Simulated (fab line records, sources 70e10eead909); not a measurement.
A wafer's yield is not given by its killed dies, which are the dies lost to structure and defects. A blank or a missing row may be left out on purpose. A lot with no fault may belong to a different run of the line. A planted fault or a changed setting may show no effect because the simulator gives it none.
fab line records	flow nand_harc
record: lots: 7	wafers: 21	last_day: 33
route steps=1302 shown P_M1@311 P_M2@318 END@1302
lots untouched by any fault: they come from a run of this same line in which no faults occurred
start_h: start of the lot's first displayed wafer, in hours after the record's first day	wait_h: hours since the lot's step before	" as in the row above	L1.1+2: a single row standing in for several wafers	- no value, or no start was given	* or withheld: withheld	< > ~ a bound
route shown NAME@n: names a module that has steps shown in the file, with the first one's number in the route	usual: average and standard deviation across the fault-free wafers	same: alike in all rows	chamber/n: place in a boat	sites: per-site readings	_std_site: the standard deviation of these	_edge_site: outer sites' mean less inner sites'	radius_mm: for every site, how far away it sits from the centre of the wafer	mask NAME#n: copy n	behind: the most recent tool/chamber to have shaped the wafer	hold: what put the lot on hold/how long, in hours/how the hold closed	device: names the non-switching transistor (n, p or np)	end of line: tests of these same wafers at the route's end	step lacking rows: just its recipe	killed: at the first sort, the dies lost to defects and structure; wafer yield is something else	map: shows each die of a wafer: x if killed, . if not, _ if none is there
set.NAME: the run value of the setting; set.NAME@STEP: its run value at that earlier step	model.NAME: the simulator's own value behind a step, which no gauge read
lots at selected steps of the route; one table per step, one row per wafer
services: from which hour (start_h, from the record's first day; less than 0 if before it) a tool's chamber was out of use, for how many hours, and why
== steps ==
step: NHARC_P_M1_CMP_23
recipe: t_overpolish_s: 20	target_thk_nm: 157.82
usual: motor_current_A: 12.1/1.1	time_to_endpoint_s: 28.3/3
same: t_overpolish_s: 20
lot.wafer	tool	chamber	start_h	wait_h	motor_current_A	time_to_endpoint_s
L153.4	cmp-03	3	136.33	-	10.2	22.3
L153.5	"	1	"	"	13.1	29.7
L153.6	"	2	"	"	13.2	30.3
L160.1	cmp-04	1	197.88	-	12.5	33.0
L160.4	"	2	"	"	13.0	27.4
L160.6	"	3	"	"	10.4	26.8
L169.2	cmp-02	1	287.78	-	13.8	28.3
L169.6	"	3	"	"	12.5	26.5
L169.5	"	0	"	"	12.7	32.4
L171.3	cmp-03	0	310.57	-	11.4	28.4
L171.5	"	0	"	"	12.8	29.7
L171.6	"	1	"	"	13.7	29.1
L172.2	cmp-02	1	317.81	-	12.8	29.9
L172.4	"	0	"	"	12.8	35.4
L172.6	"	2	"	"	12.0	30.4
L174.1	cmp-03	0	336.08	-	12.5	25.7
L174.3	"	1	"	"	13.4	24.8
L174.6	"	3	"	"	10.2	20.7
L176.1	cmp-03	2	356.55	-	12.8	27.9
L176.5	"	3	"	"	10.2	26.7
L176.6	"	0	"	"	12.1	28.2
step: NHARC_P_M1_THK_MEAS_24
recipe: thk_meas_gauge: xrf
usual: thk_nm: 157.7/1.5
lot.wafer	tool	chamber	start_h	wait_h	thk_nm
L153.4	film_metro-02	-	136.59	-	155.4
L153.5	"	-	"	"	158.3
L153.6	"	-	"	"	158.0
L160.1	film_metro-01	-	198.13	-	158.7
L160.4	"	-	"	"	158.8
L160.6	"	-	"	"	157.1
L169.2	film_metro-02	-	288.03	-	158.5
L169.5	"	-	"	"	160.3
L169.6	"	-	"	"	159.4
L171.3	film_metro-02	-	310.88	-	157.9
L171.5	"	-	"	"	158.5
L171.6	"	-	"	"	157.7
L172.2	film_metro-02	-	318.13	-	157.8
L172.4	"	-	"	"	158.7
L172.6	"	-	"	"	156.7
L174.1	film_metro-01	-	336.34	-	157.9
L174.3	"	-	"	"	157.9
L174.6	"	-	"	"	157.6
L176.1	film_metro-02	-	356.78	-	158.6
L176.5	"	-	"	"	157.6
L176.6	"	-	"	"	157.4
step: NHARC_P_M1_SRD_25
step: NHARC_P_M1_INSPECT_27
usual: raw_defect_count: 313/110
lot.wafer	tool	chamber	start_h	wait_h	raw_defect_count
L153.4	defect_inspect-01	-	136.74	0.0	426
L153.5	"	-	"	"	215
L153.6	"	-	"	"	299
L160.1	defect_inspect-01	-	198.29	0.0	366
L160.4	"	-	"	"	457
L160.6	"	-	"	"	396
L169.2	defect_inspect-01	-	288.19	0.0	243
L169.5	"	-	"	"	270
L169.6	"	-	"	"	278
L171.3	defect_inspect-02	-	311.04	0.0	277
L171.5	"	-	"	"	199
L171.6	"	-	"	"	345
L172.2	defect_inspect-02	-	318.28	0.0	206
L172.4	"	-	"	"	299
L172.6	"	-	"	"	285
L174.1	defect_inspect-02	-	336.50	0.0	360
L174.3	"	-	"	"	525
L174.6	"	-	"	"	288
L176.1	defect_inspect-01	-	356.93	0.0	331
L176.5	"	-	"	"	476
L176.6	"	-	"	"	391
step: NHARC_P_M1_PRE_CLEAN_32
recipe: time_s: 12	temp_c: 370	rf_power_w: 300	gas: NH3
usual: heater_power_outer_w: 333/52	heater_power_w: 593/68
lot.wafer	tool	chamber	start_h	wait_h	heater_power_outer_w	heater_power_w
L153.5	pecvd-03	1	136.85	0.1	318	543
L153.6	"	2	"	"	343	632
L153.4	"	0	"	"	449	727
L160.1	pecvd-01	1	198.39	0.1	273	536
L160.4	"	2	"	"	286	526
L160.6	"	0	"	"	350	563
L169.2	pecvd-03	2	288.29	0.1	329	621
L169.5	"	1	"	"	271	498
L169.6	"	2	"	"	330	626
L171.3	pecvd-02	0	311.11	0.1	400	701
L171.5	"	0	"	"	394	695
L171.6	"	2	"	"	337	594
L172.2	pecvd-03	2	318.36	0.1	254	532
L172.6	"	2	"	"	266	542
L172.4	"	0	"	"	463	738
L174.3	pecvd-01	2	336.57	0.1	294	541
L174.1	"	1	"	"	288	562
L174.6	"	2	"	"	285	543
L176.1	pecvd-03	1	357.02	0.1	300	551
L176.6	"	0	"	"	438	732
L176.5	"	1	"	"	300	527
step: NHARC_P_M1_DEP_33
recipe: target_thk_a: 300	temp_c: 370	target_thk_nm: 30	pressure_torr: 3	flow_sccm: 200	rf_w: 450	material: SiCN
usual: heater_power_outer_w: 299/57	heater_power_w: 548/76
lot.wafer	tool	chamber	start_h	wait_h	heater_power_outer_w	heater_power_w
L153.5	pecvd-03	1	137.02	0.2	282	505
L153.6	"	2	"	"	314	593
L153.4	"	0	"	"	471	774
L160.1	pecvd-01	1	198.53	0.1	212	449
L160.4	"	2	"	"	234	454
L160.6	"	0	"	"	303	515
L169.2	pecvd-03	2	288.42	0.1	238	508
L169.5	"	1	"	"	310	553
L169.6	"	2	"	"	241	506
L171.3	pecvd-02	0	311.19	0.1	310	582
L171.5	"	0	"	"	305	591
L171.6	"	2	"	"	318	563
L172.2	pecvd-03	2	318.47	0.1	286	559
L172.6	"	2	"	"	287	563
L172.4	"	0	"	"	383	634
L174.3	pecvd-01	2	336.64	0.1	249	474
L174.1	"	1	"	"	232	494
L174.6	"	2	"	"	248	472
L176.1	pecvd-03	1	357.16	0.1	303	532
L176.6	"	0	"	"	445	722
L176.5	"	1	"	"	296	532
step: NHARC_P_M2_DEP_00
recipe: target_thk_a: 1825	target_thk_nm: 182.5	temp_c: withheld	pressure_torr: 5	flow_sccm: 200	rf_w: 600	material: SiOC
step: NHARC_P_M2_DEHYDRATE_01
recipe: temp_c: 150	time_s: 120
step: NHARC_P_M2_HMDS_02
recipe: time_s: 30
step: NHARC_P_M2_COAT_34
recipe: temp_c: 200	time_s: 65
step: NHARC_P_M2_COAT_03
recipe: spin_rpm: 1500	resist_thk_nm: 90
step: NHARC_P_M2_SOFTBAKE_04
recipe: temp_c: 105	time_s: 55
usual: heater_power_total_W: 188.47/0.15
lot.wafer	tool	chamber	start_h	wait_h	heater_power_total_W
L153.4	litho_track-01	0	137	-	188.46
L153.5	"	0	"	"	188.41
L153.6	"	0	"	"	188.60
L160.1	litho_track-06	0	199	-	188.51
L160.4	"	0	"	"	188.51
L160.6	"	0	"	"	188.60
L169.2	litho_track-06	0	289	-	323.35
L169.5	"	0	"	"	323.28
L169.6	"	0	"	"	322.92
L171.3	litho_track-06	0	311	-	323.50
L171.5	"	0	"	"	322.85
L171.6	"	0	"	"	322.99
L172.2	litho_track-06	0	319	-	323.06
L172.4	"	0	"	"	323.10
L172.6	"	0	"	"	323.09
L174.1	litho_track-04	0	337	-	188.30
L174.3	"	0	"	"	188.75
L174.6	"	0	"	"	188.47
L176.1	litho_track-01	0	357	-	188.40
L176.5	"	0	"	"	188.42
L176.6	"	0	"	"	188.48
step: NHARC_P_M2_EBR_05
step: NHARC_END_SORT_01
recipe: temp_c: 25
usual: defect_limited_yield: 91/3.4	killed_at_array: 55/23	killed_at_other: 1.0/1.2	killed_at_periphery: 3.2/2.7	killed_dies: 59/23	killed_open: 3.1/1.6	killed_short: 2.2/1.5
same: gross_dies: 677
lot.wafer	tool	chamber	start_h	wait_h	defect_limited_yield[%]	killed_at_array	killed_at_other	killed_at_periphery	killed_dies	killed_open	killed_short
L153.4	prober-01	0	576.36	3.4	93	45	0	0	45	3	3
L153.5	prober-01	0	577.16	3.7	94	41	0	0	41	4	3
L153.6	prober-01	0	577.96	4.0	94	41	0	3	44	5	5
L160.1	prober-01	0	623.88	2.5	95	30	0	6	36	3	2
L160.4	prober-01	0	626.30	3.4	94	35	1	8	44	5	0
L160.6	prober-01	0	627.91	4.0	95	28	1	5	34	6	2
L169.2	prober-01	0	735.78	2.8	90	67	0	1	68	3	1
L169.5	prober-01	0	738.18	3.7	90	65	0	1	66	2	1
L169.6	prober-01	0	738.98	4.0	89	72	0	1	73	0	5
L172.2	prober-01	0	752.93	2.8	89	73	0	1	74	3	2
L172.4	prober-01	0	754.56	3.4	88	78	0	5	83	6	2
L172.6	prober-01	0	756.19	4.1	88	74	0	6	80	3	1
L171.3	prober-01	0	763.34	3.1	90	70	1	0	71	1	1
L171.5	prober-01	0	764.92	3.7	90	68	0	3	71	5	3
L171.6	prober-01	0	765.72	4.0	88	75	0	3	78	5	1
killed by level:class
L153.4 A_SLIT:chamber_film_flake=22 A_STAIRCASE:chamber_film_flake=6 A_CHANNEL_HOLE_D1:chamber_film_flake=2 A_DECK1_JOINT:chamber_film_flake=2 A_CHANNEL_HOLE_D2:chamber_film_flake=2 A_BONDPAD:chamber_film_flake=2 A_ONON_D1:geometric_particle:short=1 A_ONON_D2:geometric_particle:short=1
L153.5 A_SLIT:chamber_film_flake=18 A_CHANNEL_HOLE_D2:chamber_film_flake=8 A_CHANNEL_FILL_D2:geometric_particle:open=2 A_WL_FILL:geometric_particle:short=2 A_CHANNEL_HOLE_D1:chamber_film_flake=2 A_CONTACT:chamber_film_flake=2 A_STAIRCASE:chamber_film_flake=2 A_ONON_D2:geometric_particle:open=1
L153.6 A_SLIT:chamber_film_flake=17 A_CHANNEL_HOLE_D2:chamber_film_flake=6 P_CONTACT:chamber_film_flake=3 A_CHANNEL_HOLE_D1:chamber_film_flake=3 A_CHANNEL_FILL_D2:geometric_particle:short=2 A_WL_FILL:chamber_film_flake=2 A_CHANNEL_FILL_D1:geometric_particle:short=1 A_DECK1_JOINT:geometric_particle:short=1
L160.1 A_CHANNEL_HOLE_D2:chamber_film_flake=12 A_CONTACT:chamber_film_flake=5 P_STI:chamber_film_flake=4 A_WL_FILL:chamber_film_flake=3 A_ONON_D1:geometric_particle:short=1 A_CHANNEL_FILL_D1:geometric_particle:short=1 A_CHANNEL_FILL_D1:geometric_particle:open=1 A_CHANNEL_HOLE_D2:geometric_particle:open=1
L160.4 A_CHANNEL_HOLE_D2:chamber_film_flake=15 P_STI:chamber_film_flake=4 A_CHANNEL_HOLE_D1:chamber_film_flake=4 A_CHANNEL_FILL_D1:chamber_film_flake=4 A_WL_FILL:chamber_film_flake=3 A_CONTACT:chamber_film_flake=3 A_SLIT:chamber_film_flake=2 P_GATE:geometric_particle:open=1
L160.6 A_CHANNEL_HOLE_D2:chamber_film_flake=7 A_CHANNEL_HOLE_D1:chamber_film_flake=3 A_CHANNEL_FILL_D1:chamber_film_flake=3 A_WL_FILL:chamber_film_flake=3 A_CONTACT:chamber_film_flake=3 P_STI:chamber_film_flake=2 A_STAIRCASE:chamber_film_flake=2 P_M0:geometric_particle:open=1
L169.2 A_CHANNEL_HOLE_D1:chamber_film_flake=30 A_SLIT:chamber_film_flake=23 A_STAIRCASE:chamber_film_flake=5 A_CONTACT:chamber_film_flake=5 A_SOURCE_PLATE:geometric_particle:open=1 A_CHANNEL_HOLE_D1:geometric_particle:open=1 A_CHANNEL_FILL_D1:geometric_particle:short=1 A_CHANNEL_FILL_D2:geometric_particle:open=1
L169.5 A_SLIT:chamber_film_flake=29 A_CHANNEL_HOLE_D1:chamber_film_flake=24 A_STAIRCASE:chamber_film_flake=4 A_CONTACT:chamber_film_flake=4 A_CHANNEL_FILL_D1:geometric_particle:open=1 A_SGD_CUT:geometric_particle:short=1 A_CONTACT:geometric_particle:open=1 P_ZERO_WELL:chamber_film_flake=1
L169.6 A_CHANNEL_HOLE_D1:chamber_film_flake=31 A_SLIT:chamber_film_flake=25 A_STAIRCASE:chamber_film_flake=5 A_DECK1_JOINT:chamber_film_flake=4 A_CONTACT:chamber_film_flake=3 P_CONTACT:geometric_particle:short=1 A_ONON_D1:geometric_particle:short=1 A_CHANNEL_HOLE_D1:geometric_particle:short=1
L172.2 A_CHANNEL_HOLE_D1:chamber_film_flake=34 A_CHANNEL_HOLE_D2:chamber_film_flake=19 A_SLIT:chamber_film_flake=8 A_CONTACT:chamber_film_flake=5 A_CHANNEL_FILL_D1:geometric_particle:short=1 A_DECK1_JOINT:geometric_particle:open=1 A_ONON_D2:geometric_particle:open=1 A_WL_FILL:geometric_particle:short=1
L172.4 A_CHANNEL_HOLE_D1:chamber_film_flake=31 A_CHANNEL_HOLE_D2:chamber_film_flake=21 A_STAIRCASE:chamber_film_flake=7 A_CONTACT:chamber_film_flake=7 A_SLIT:chamber_film_flake=3 A_BLC:geometric_particle:open=2 A_DECK1_JOINT:chamber_film_flake=2 P_STI:geometric_particle:short=1
L172.6 A_CHANNEL_HOLE_D1:chamber_film_flake=34 A_CHANNEL_HOLE_D2:chamber_film_flake=23 A_CONTACT:chamber_film_flake=5 A_SLIT:chamber_film_flake=4 P_ZERO_WELL:chamber_film_flake=2 A_STAIRCASE:chamber_film_flake=2 P_STI:geometric_particle:open=1 P_M1:geometric_particle:open=1
L171.3 A_CHANNEL_HOLE_D1:chamber_film_flake=34 A_CHANNEL_HOLE_D2:chamber_film_flake=22 A_STAIRCASE:chamber_film_flake=5 A_CONTACT:chamber_film_flake=4 A_SLIT:chamber_film_flake=3 A_CHANNEL_FILL_D1:geometric_particle:short=1 A_WL_FILL:geometric_particle:open=1 HYBRID_BOND:latent=1
L171.5 A_CHANNEL_HOLE_D1:chamber_film_flake=33 A_CHANNEL_HOLE_D2:chamber_film_flake=19 A_STAIRCASE:chamber_film_flake=4 A_CONTACT:chamber_film_flake=3 A_ONON_D2:geometric_particle:short=2 P_GATE:chamber_film_flake=2 A_SLIT:chamber_film_flake=2 P_M0:geometric_particle:open=1
L171.6 A_CHANNEL_HOLE_D1:chamber_film_flake=34 A_CHANNEL_HOLE_D2:chamber_film_flake=16 A_CONTACT:chamber_film_flake=11 A_STAIRCASE:chamber_film_flake=6 A_SLIT:chamber_film_flake=2 A_CHANNEL_FILL_D1:geometric_particle:open=1 A_DECK1_JOINT:geometric_particle:open=1 A_ONON_D2:geometric_particle:open=1
== services ==
tool	chamber	start_h	hours	kind
pecvd-01	-	130.00	13.0	pm
cmp-02	-	134.50	4.0	pm
pecvd-02	-	149.17	2.0	repair
litho_track-01	-	155.00	7.0	pm
cmp-03	-	162.46	4.0	pm
litho_track-06	-	179.00	7.0	pm
pecvd-03	-	185.14	13.0	pm
pecvd-02	-	185.85	1.6	repair
cmp-02	-	189.95	4.5	repair
pecvd-02	1	192.22	7.9	repair
cmp-03	-	201.07	0.5	repair
pecvd-02	-	227.39	13.0	pm
cmp-02	-	232.50	4.0	pm
pecvd-03	0	234.06	32.2	repair
cmp-02	-	251.46	1.4	repair
cmp-03	-	260.46	4.0	pm
cmp-02	-	272.92	1.3	repair
pecvd-03	2	274.22	9.9	repair
cmp-02	-	302.11	0.4	repair
pecvd-01	-	311.21	13.0	pm
litho_track-01	-	330.00	7.0	pm
cmp-02	-	330.57	4.0	pm
pecvd-01	-	347.28	0.4	repair
litho_track-06	-	354.00	7.0	pm
== key ==
first_sign: step: NHARC_P_M2_SOFTBAKE_04	reading: heater_power_total_W	direction: up	sigmas: 99+	usual: *	struck: *
effect none on later readings
met_at NHARC_P_M2_SOFTBAKE_04
struck_wafers L169.2,L169.5,L169.6,L171.3,L171.5,L171.6,L172.2,L172.4,L172.6
onset_between 199 289
fault: kind: process_parameter_drift	tool: litho_track-06	chamber: -	onset_h: 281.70	steps: NHARC_P_M2_SOFTBAKE_04	channel: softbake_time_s	offset: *	shape: step	end_h: 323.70	acts_in: *	stated: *
